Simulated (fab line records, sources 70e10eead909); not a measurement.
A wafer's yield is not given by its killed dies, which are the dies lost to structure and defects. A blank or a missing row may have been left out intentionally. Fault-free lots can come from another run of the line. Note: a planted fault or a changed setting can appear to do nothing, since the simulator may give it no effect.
fab line records | flow nand_harc
record lots=13 | wafers=39 | last_day=33
route steps=1302 shown P_ZERO_WELL@17 P_STI@69 P_GATE@124 END@1302
lots that met no fault: taken from a fault-free run of the same line
start_h: hours from the record's first day to the start of the lot's first wafer shown | wait_h: hours elapsed since this lot's preceding step | " repeats the value in the row above | L1.1+2: one row covering several wafers at once | - either no value or no given start | * or withheld: withheld | < > ~ a bound
route shown NAME@n: names a module that has steps shown in the file, with the first one's number in the route | usual: the fault-free wafers' mean and standard deviation | same: alike in all rows | chamber/n: place in a boat | sites: readings site by site | _std_site: how widely they spread, as a standard deviation | _edge_site: outer sites' mean less inner sites' | radius_mm: how far each site lies from the wafer's centre | mask NAME#n: copy n | behind: the tool/chamber that last shaped the wafer | hold: why the lot was held/for how many hours/how that ended | device: transistor that didn't switch, given as n, p or np | end of line: tests of these same wafers at the route's end | step lacking rows: just its recipe | killed: count of dies lost to structure and defects at first sort (not the wafer's yield) | map: a wafer's dies, x killed, . not, _ none there
set.NAME: the setting the step ran with; set.NAME@STEP: the setting that earlier step ran with | model.NAME: the simulator's own value behind a step, which no gauge read
a sample of lots followed through the steps of the route, with each step as a table and each wafer as a row
services: the hour from which a tool's chamber was out of use, counted from the record's first day as start_h (under 0 if before that day), plus the number of hours and why
## steps
# step NHARC_P_ZERO_WELL_ETCH_65
# recipe target_depth_a=800 | overetch_a=240 | time_s=87.88 | ion_energy_ev=200 | n2_flow_sccm=150 | h2_flow_sccm=150 | ar_flow_sccm=0 | rf_w=400 | bias_w=150 | chemistry=N2/H2
# usual drypump_motor_current_A=5.9/0.33 | oes_product_au=1.001/0.01 | rf_vpp_V=430.2/2.9 | showerhead_plenum_p_Torr=2.04/0.1 | throttle_valve_pct=14.171/0.0088
lot.wafer | tool        | chamber | start_h | wait_h | drypump_motor_current_A | oes_product_au | rf_hours_counter_h | rf_vpp_V | showerhead_plenum_p_Torr | throttle_valve_pct
L288.2    | rie_diel-07 | 3       | 31.49   | 0.1    | 4.9                     | 0.997          | 29                 | 433.0    | 2.16                     | 14.170
L288.4    | "           | 0       | "       | "      | 6.3                     | 1.003          | 23                 | 429.2    | 1.99                     | 14.163
L288.5    | "           | 3       | "       | "      | 4.9                     | 1.002          | -                  | 433.0    | 2.16                     | 14.191
L289.4    | rie_diel-04 | 2       | 41.36   | 0.1    | 5.6                     | 1.012          | 9                  | 427.6    | 1.94                     | 14.169
L289.3    | "           | 3       | "       | "      | 6.1                     | 0.995          | 10                 | 431.7    | 2.10                     | 14.168
L289.5    | "           | 2       | "       | "      | 5.6                     | 1.016          | -                  | 428.9    | 1.94                     | 14.181
L290.3    | rie_diel-07 | 3       | 51.44   | 0.1    | 4.9                     | 1.008          | 38                 | 431.8    | 2.15                     | 14.181
L290.2    | "           | 0       | "       | "      | 6.3                     | 1.020          | 27                 | 429.2    | 1.99                     | 14.162
L290.5    | "           | 1       | "       | "      | 5.9                     | 0.986          | -                  | 429.8    | 2.05                     | 14.172
L291.1    | rie_diel-07 | 1       | 61.50   | 0.1    | 5.9                     | 0.986          | 34                 | 431.3    | 2.05                     | 14.174
L291.2    | "           | 0       | "       | "      | 6.3                     | 0.999          | 30                 | 429.0    | 1.99                     | 14.156
L291.5    | "           | 1       | "       | "      | 5.9                     | 0.986          | -                  | 431.3    | 2.05                     | 14.178
L292.4    | rie_diel-04 | 2       | 71.37   | 0.1    | 5.6                     | 1.010          | 18                 | 426.4    | 1.93                     | 14.185
L292.3    | "           | 0       | "       | "      | 6.2                     | 0.997          | 16                 | 426.8    | 1.92                     | 14.162
L292.1    | "           | 1       | "       | "      | 6.0                     | 1.005          | 16                 | 431.4    | 2.05                     | 14.167
L295.3    | rie_diel-08 | 2       | 101.50  | 0.1    | 5.6                     | 1.004          | 28                 | 432.1    | 2.08                     | 14.190
L295.4    | "           | 3       | "       | "      | 5.8                     | 0.999          | 27                 | 426.2    | 1.89                     | 14.175
L295.5    | "           | 0       | "       | "      | 6.2                     | 0.999          | -                  | 431.0    | 2.10                     | 14.175
L296.2    | rie_diel-08 | 0       | 111.48  | 0.1    | 6.2                     | 0.993          | 30                 | 432.8    | 2.10                     | 14.169
L296.4    | "           | 3       | "       | "      | 5.8                     | 0.997          | 30                 | 425.2    | 1.89                     | 14.172
L296.6    | "           | 1       | "       | "      | 5.9                     | 0.985          | -                  | 425.8    | 1.89                     | 14.167
L297.4    | rie_diel-08 | 0       | 121.35  | 0.1    | 6.3                     | 1.006          | 33                 | 433.2    | 2.10                     | 14.163
L297.2    | "           | 1       | "       | "      | 5.9                     | 0.993          | 33                 | 426.0    | 1.89                     | 14.179
L297.6    | "           | 1       | "       | "      | 5.9                     | 0.986          | -                  | 426.4    | 1.89                     | 14.170
L299.4    | rie_diel-08 | 0       | 141.49  | 0.1    | 6.2                     | 0.999          | 45                 | 432.6    | 2.09                     | 14.167
L299.3    | "           | 1       | "       | "      | 5.9                     | 0.995          | 43                 | 424.7    | 1.89                     | 14.155
L299.6    | "           | 2       | "       | "      | 5.6                     | 1.012          | -                  | 431.7    | 2.08                     | 14.178
L305.1    | rie_diel-08 | 1       | 201.38  | 0.1    | 5.9                     | 0.991          | 0                  | 434.9    | 2.22                     | 14.147
L305.3    | "           | 2       | "       | "      | 5.6                     | 1.008          | 0                  | 431.8    | 2.08                     | 14.175
L305.6    | "           | 0       | "       | "      | 6.2                     | 1.024          | -                  | 431.3    | 2.09                     | 14.156
L306.3    | rie_diel-04 | 3       | 211.51  | 0.1    | 6.1                     | 1.005          | 8                  | 431.2    | 2.08                     | 14.168
L306.4    | "           | 3       | "       | "      | 6.2                     | 1.010          | -                  | 431.4    | 2.08                     | 14.167
L306.5    | "           | 0       | "       | "      | 6.2                     | 1.003          | -                  | 427.0    | 1.91                     | 14.176
L309.3    | rie_diel-08 | 3       | 241.52  | 0.1    | 5.8                     | 1.004          | 6                  | 434.6    | 2.22                     | 14.178
L309.5    | "           | 0       | "       | "      | 6.2                     | 1.007          | -                  | 430.5    | 2.09                     | 14.171
L309.6    | "           | 1       | "       | "      | 5.9                     | 1.011          | -                  | 433.2    | 2.21                     | 14.175
L310.3    | rie_diel-08 | 2       | 251.54  | 0.1    | 5.6                     | 0.998          | 16                 | 432.1    | 2.07                     | 14.177
L310.4    | "           | 0       | "       | "      | 6.2                     | 1.009          | 17                 | 431.8    | 2.08                     | 14.189
L310.6    | "           | 1       | "       | "      | 5.9                     | 1.003          | -                  | 434.2    | 2.21                     | 14.174
# step NHARC_P_STI_ETCH_26
# recipe target_depth_a=110 | chemistry=dHF | material=SiO2
lot.wafer  | tool         | chamber | start_h | wait_h
L288.4+2+5 | wet_bench-07 | 0,1,2   | 37.77   | 0.1
L289.3+5+4 | wet_bench-07 | 5,0,1   | 47.39   | 0.1
L290.2+3+5 | wet_bench-07 | 0,2,4   | 57.56   | 0.1
L291.2+5+1 | wet_bench-04 | 0,3,4   | 67.66   | 0.1
L292.1+3+4 | wet_bench-07 | 7,0,1   | 77.44   | 0.1
L295.5+3+4 | wet_bench-07 | 5,0,2   | 107.51  | 0.0
L296.4+2+6 | wet_bench-07 | 1,4,6   | 117.57  | 0.0
L297.2+6+4 | wet_bench-07 | 2,4,6   | 127.37  | 0.1
L299.3+6+4 | wet_bench-04 | 3,5,6   | 147.61  | 0.1
L305.1+3+6 | wet_bench-07 | 0,2,4   | 207.65  | 0.1
L306.3+5+4 | wet_bench-07 | 1,2,4   | 217.81  | 0.1
L309.6+5+3 | wet_bench-04 | 4,5,6   | 247.71  | 0.1
L310.6+3+4 | wet_bench-06 | 4,5,0   | 257.67  | 0.1
# step NHARC_P_STI_INSPECT_11
# usual raw_defect_count=6/3.1
lot.wafer | tool              | chamber | start_h | wait_h | raw_defect_count
L288.2    | defect_inspect-02 | -       | 51.79   | 0.0    | 7
L288.4    | "                 | -       | "       | "      | 4
L288.5    | "                 | -       | "       | "      | 4
L289.3    | defect_inspect-01 | -       | 62.53   | 0.0    | 7
L289.4    | "                 | -       | "       | "      | 10
L289.5    | "                 | -       | "       | "      | 8
L290.2    | defect_inspect-02 | -       | 74.97   | 0.0    | 8
L290.3    | "                 | -       | "       | "      | 13
L290.5    | "                 | -       | "       | "      | 9
L291.1    | defect_inspect-01 | -       | 82.99   | 0.0    | 2
L291.2    | "                 | -       | "       | "      | 4
L291.5    | "                 | -       | "       | "      | 3
L292.1    | defect_inspect-01 | -       | 92.94   | 0.0    | 5
L292.3    | "                 | -       | "       | "      | 7
L292.4    | "                 | -       | "       | "      | 5
L295.3    | defect_inspect-02 | -       | 124.41  | 0.0    | 5
L295.4    | "                 | -       | "       | "      | 4
L295.5    | "                 | -       | "       | "      | 3
L296.2    | defect_inspect-01 | -       | 132.95  | 0.0    | 7
L296.4    | "                 | -       | "       | "      | 9
L296.6    | "                 | -       | "       | "      | 11
L297.2    | defect_inspect-02 | -       | 144.51  | 0.0    | 3
L297.4    | "                 | -       | "       | "      | 6
L297.6    | "                 | -       | "       | "      | 7
L299.3    | defect_inspect-02 | -       | 164.27  | 0.0    | 4
L299.4    | "                 | -       | "       | "      | 3
L299.6    | "                 | -       | "       | "      | 6
L305.1    | defect_inspect-01 | -       | 224.25  | 0.0    | 1302
L305.3    | "                 | -       | "       | "      | 1332
L305.6    | "                 | -       | "       | "      | 1384
L306.3    | defect_inspect-02 | -       | 236.19  | 0.0    | 1379
L306.4    | "                 | -       | "       | "      | 1379
L306.5    | "                 | -       | "       | "      | 1343
L309.3    | defect_inspect-01 | -       | 262.53  | 0.0    | 6
L309.5    | "                 | -       | "       | "      | 4
L309.6    | "                 | -       | "       | "      | 6
L310.3    | defect_inspect-02 | -       | 272.92  | 0.0    | 4
L310.4    | "                 | -       | "       | "      | 4
L310.6    | "                 | -       | "       | "      | 2
# step NHARC_P_GATE_DESCUM_13
# recipe time_s=3 | o2_flow_sccm=200 | ar_flow_sccm=0 | bias_power_w=0 | chemistry=O2
# usual drypump_motor_current_A=5.8/0.53 | oes_product_au=1.002/0.01 | rf_vpp_V=57.7/0.83 | showerhead_plenum_p_Torr=1.90/0.076 | throttle_valve_pct=11.310/0.0095
lot.wafer | tool        | chamber | start_h | wait_h | drypump_motor_current_A | oes_product_au | rf_hours_counter_h | rf_vpp_V | showerhead_plenum_p_Torr | throttle_valve_pct
L288.4    | rie_diel-03 | 1       | 85.87   | -      | 5.4                     | 0.995          | 6                  | 57.1     | 1.89                     | 11.325
L288.2    | "           | 2       | "       | "      | 5.1                     | 1.011          | 5                  | 58.6     | 1.80                     | 11.321
L288.5    | "           | 3       | "       | "      | 5.8                     | 0.997          | -                  | 58.1     | 1.93                     | 11.312
L289.4    | rie_diel-01 | 0       | 98.45   | -      | 6.7                     | 0.985          | 6                  | 57.7     | 1.91                     | 11.309
L289.3    | "           | 3       | "       | "      | 6.4                     | 1.002          | 5                  | 56.9     | 1.89                     | 11.292
L289.5    | "           | 0       | "       | "      | 6.7                     | 0.985          | -                  | 58.7     | 1.91                     | 11.295
L290.2    | rie_diel-09 | 2       | 111.61  | -      | 5.8                     | 0.996          | 6                  | 59.3     | 2.03                     | 11.313
L290.3    | "           | 3       | "       | "      | 6.0                     | 0.979          | 5                  | 55.8     | 1.85                     | 11.313
L290.5    | "           | 1       | "       | "      | 4.9                     | 1.005          | -                  | 57.4     | 2.00                     | 11.324
L291.1    | rie_diel-03 | 3       | 117.86  | -      | 5.7                     | 1.013          | 0                  | 57.1     | 1.93                     | 11.312
L291.2    | "           | 1       | "       | "      | 5.5                     | 0.993          | 0                  | 58.8     | 1.89                     | 11.309
L291.5    | "           | 2       | "       | "      | 5.1                     | 1.016          | -                  | 57.7     | 1.79                     | 11.310
L292.4    | rie_diel-03 | 3       | 128.04  | -      | 5.8                     | 1.008          | 1                  | 57.6     | 1.93                     | 11.319
L292.3    | "           | 0       | "       | "      | 6.0                     | 1.014          | 0                  | 56.4     | 1.87                     | 11.325
L292.1    | "           | 2       | "       | "      | 5.1                     | 1.016          | 1                  | 57.2     | 1.79                     | 11.310
L295.3    | rie_diel-01 | 3       | 160.79  | -      | 6.4                     | 1.013          | 10                 | 56.3     | 1.88                     | 11.300
L295.4    | "           | 0       | "       | "      | 6.6                     | 0.988          | 11                 | 56.5     | 1.91                     | 11.299
L295.5    | "           | 1       | "       | "      | 5.4                     | 1.002          | -                  | 56.9     | 1.80                     | 11.303
L296.2    | rie_diel-01 | 0       | 170.78  | -      | 6.7                     | 0.990          | 11                 | 56.9     | 1.91                     | 11.306
L296.4    | "           | 1       | "       | "      | 5.4                     | 0.991          | 10                 | 58.2     | 1.80                     | 11.308
L296.6    | "           | 3       | "       | "      | 6.5                     | 1.019          | -                  | 58.5     | 1.88                     | 11.306
L297.4    | rie_diel-01 | 2       | 184.01  | -      | 5.9                     | 1.004          | 9                  | 59.1     | 1.94                     | 11.315
L297.2    | "           | 0       | "       | "      | 6.7                     | 0.994          | 12                 | 56.8     | 1.91                     | 11.311
L297.6    | "           | 1       | "       | "      | 5.4                     | 0.998          | -                  | 57.3     | 1.80                     | 11.300
L299.4    | rie_diel-03 | 3       | 198.42  | -      | 5.8                     | 1.009          | 5                  | 58.4     | 1.93                     | 11.310
L299.3    | "           | 0       | "       | "      | 6.0                     | 1.000          | 4                  | 58.2     | 1.87                     | 11.302
L299.6    | "           | 2       | "       | "      | 5.1                     | 1.010          | -                  | 57.7     | 1.79                     | 11.292
L305.3    | rie_diel-09 | 2       | 258.16  | -      | 5.8                     | 0.988          | 6                  | 56.9     | 2.03                     | 11.312
L305.1    | "           | 1       | "       | "      | 4.9                     | 1.006          | 6                  | 59.4     | 2.00                     | 11.315
L305.6    | "           | 3       | "       | "      | 6.1                     | 1.002          | -                  | 58.3     | 1.85                     | 11.306
L306.4    | rie_diel-09 | 3       | 270.85  | -      | 6.0                     | 0.988          | 7                  | 57.2     | 1.85                     | 11.327
L306.3    | "           | 0       | "       | "      | 6.6                     | 1.006          | 7                  | 57.1     | 1.80                     | 11.294
L306.5    | "           | 1       | "       | "      | 5.0                     | 1.017          | -                  | 58.3     | 2.00                     | 11.315
L309.3    | rie_diel-03 | 3       | 302.32  | -      | 5.8                     | 1.025          | 0                  | 56.6     | 1.93                     | 11.309
L309.5    | "           | 3       | "       | "      | 5.7                     | 1.018          | -                  | 57.6     | 1.93                     | 11.295
L309.6    | "           | 1       | "       | "      | 5.5                     | 0.999          | -                  | 58.9     | 1.88                     | 11.328
L310.4    | rie_diel-09 | 1       | 310.53  | -      | 4.9                     | 1.002          | 11                 | 58.6     | 2.00                     | 11.315
L310.3    | "           | 3       | "       | "      | 6.1                     | 0.997          | 11                 | 57.4     | 1.85                     | 11.304
L310.6    | "           | 0       | "       | "      | 6.6                     | 1.000          | -                  | 58.5     | 1.80                     | 11.309
# step NHARC_END_SORT_01
# recipe temp_c=25
# usual killed_at_array=57/19 | killed_at_other=0.9/1.1 | killed_at_periphery=4.0/2.6 | killed_dies=62/19 | killed_open=3.3/1.8 | killed_short=2.4/1.7
# same gross_dies=677
lot.wafer | tool      | chamber | start_h | wait_h | killed_at_array | killed_at_other | killed_at_periphery | killed_dies | killed_open | killed_short
L305.1    | prober-02 | 0       | 726.52  | 2.5    | 27              | 2               | 77                  | 106         | 2           | 2
L305.3    | prober-02 | 0       | 728.14  | 3.1    | 64              | 2               | 92                  | 158         | 0           | 3
L305.6    | prober-02 | 0       | 730.58  | 4.1    | 65              | 1               | 63                  | 129         | 4           | 2
L306.3    | prober-01 | 0       | 752.07  | 3.1    | 99              | 2               | 24                  | 125         | 3           | 5
L306.4    | prober-01 | 0       | 752.86  | 3.4    | 84              | 0               | 66                  | 150         | 4           | 2
L306.5    | prober-01 | 0       | 753.65  | 3.7    | 69              | 2               | 90                  | 161         | 4           | 2
# killed by level:class
L305.1 P_STI:unspecified=73 A_SLIT:chamber_film_flake=12 A_CHANNEL_HOLE_D2:chamber_film_flake=7 A_CONTACT:chamber_film_flake=3 A_CHANNEL_HOLE_D1:chamber_film_flake=2 P_GATE:geometric_particle:open=1 P_CONTACT:geometric_particle:short=1 P_M0:geometric_particle:open=1
L305.3 P_STI:unspecified=90 A_SLIT:chamber_film_flake=31 A_CHANNEL_HOLE_D1:chamber_film_flake=13 A_CHANNEL_HOLE_D2:chamber_film_flake=9 A_STAIRCASE:chamber_film_flake=3 A_CONTACT:chamber_film_flake=3 A_WL_FILL:geometric_particle:short=2 P_ZERO_WELL:chamber_film_flake=2
L305.6 P_STI:unspecified=58 A_CHANNEL_HOLE_D2:chamber_film_flake=23 A_SLIT:chamber_film_flake=19 A_CHANNEL_HOLE_D1:chamber_film_flake=8 P_ZERO_WELL:chamber_film_flake=4 A_CHANNEL_FILL_D2:chamber_film_flake=2 A_CONTACT:chamber_film_flake=2 A_M1:chamber_film_flake=2
L306.3 A_CHANNEL_HOLE_D1:chamber_film_flake=32 A_SLIT:chamber_film_flake=23 P_STI:unspecified=20 A_CHANNEL_HOLE_D2:chamber_film_flake=18 A_DECK1_JOINT:chamber_film_flake=4 A_SGD_CUT:chamber_film_flake=4 A_WL_FILL:chamber_film_flake=3 A_CONTACT:chamber_film_flake=3
L306.4 P_STI:unspecified=60 A_CHANNEL_HOLE_D2:chamber_film_flake=30 A_CHANNEL_HOLE_D1:chamber_film_flake=26 A_SLIT:chamber_film_flake=16 A_CONTACT:chamber_film_flake=4 P_BONDPAD:chamber_film_flake=3 A_WL_FILL:chamber_film_flake=3 P_M0:geometric_particle:open=1
L306.5 P_STI:unspecified=86 A_CHANNEL_HOLE_D1:chamber_film_flake=28 A_SLIT:chamber_film_flake=12 A_CONTACT:chamber_film_flake=8 A_CHANNEL_HOLE_D2:chamber_film_flake=6 A_STAIRCASE:chamber_film_flake=4 A_WL_FILL:chamber_film_flake=3 P_BONDPAD:chamber_film_flake=2
## services
tool         | chamber | start_h | hours | kind
rie_diel-09  | 1       | 11.24   | 3.9   | repair
rie_diel-08  | -       | 13.95   | 9.0   | pm
rie_diel-01  | -       | 26.84   | 9.0   | pm
rie_diel-09  | 3       | 27.25   | 15.9  | repair
rie_diel-01  | 3       | 38.11   | 3.0   | repair
rie_diel-01  | 2       | 42.93   | 14.8  | repair
rie_diel-09  | 3       | 50.72   | 3.6   | repair
rie_diel-03  | -       | 59.95   | 1.1   | repair
rie_diel-09  | 3       | 73.30   | 7.2   | repair
rie_diel-01  | 3       | 93.59   | 4.4   | repair
rie_diel-03  | -       | 104.88  | 9.0   | pm
rie_diel-03  | 0       | 117.02  | 2.6   | repair
rie_diel-08  | 2       | 128.65  | 1.8   | repair
rie_diel-09  | -       | 143.10  | 9.0   | pm
rie_diel-08  | 0       | 146.40  | 16.3  | repair
wet_bench-07 | -       | 149.94  | 2.9   | repair
rie_diel-03  | 2       | 151.58  | 10.5  | repair
wet_bench-07 | -       | 160.00  | 8.0   | pm
rie_diel-08  | -       | 190.95  | 9.0   | pm
rie_diel-08  | 3       | 215.73  | 8.8   | repair
wet_bench-07 | -       | 253.58  | 2.2   | repair
rie_diel-03  | -       | 281.88  | 9.0   | pm
rie_diel-03  | 0       | 302.14  | 7.4   | repair
rie_diel-08  | 3       | 307.84  | 15.6  | repair
## key
first_sign step=NHARC_P_STI_INSPECT_11 | reading=raw_defect_count | direction=up | sigmas=99+ | usual=6 | struck=1353
effect step=NHARC_END_SORT_01 | reading=killed_at_periphery | direction=up | sigmas=25 | usual=4.0 | struck=68.7
more_kills_born_at NHARC_P_STI_ETCH_26@wet_bench-07=387
met_at NHARC_P_STI_ETCH_26
struck_lots L305,L306
tester_left_out L305,L306
not_acting_at NHARC_P_ZERO_WELL_ETCH_65,NHARC_P_GATE_DESCUM_13
onset_between 127.37 207.65
fault kind=chamber_particle_source | tool=wet_bench-07 | chamber=- | onset_h=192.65 | steps=NHARC_P_STI_ETCH_26 | rate_per_visit_cm2=2.0882 | end_h=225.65
# tester_left_out: of these lots the tester's yield and bins aren't shown, on N5 and GAA mostly nor the transistor test; their killed dies are dies lost to structure and defects alone, not to doping, threshold or leakage, so they don't give the yield
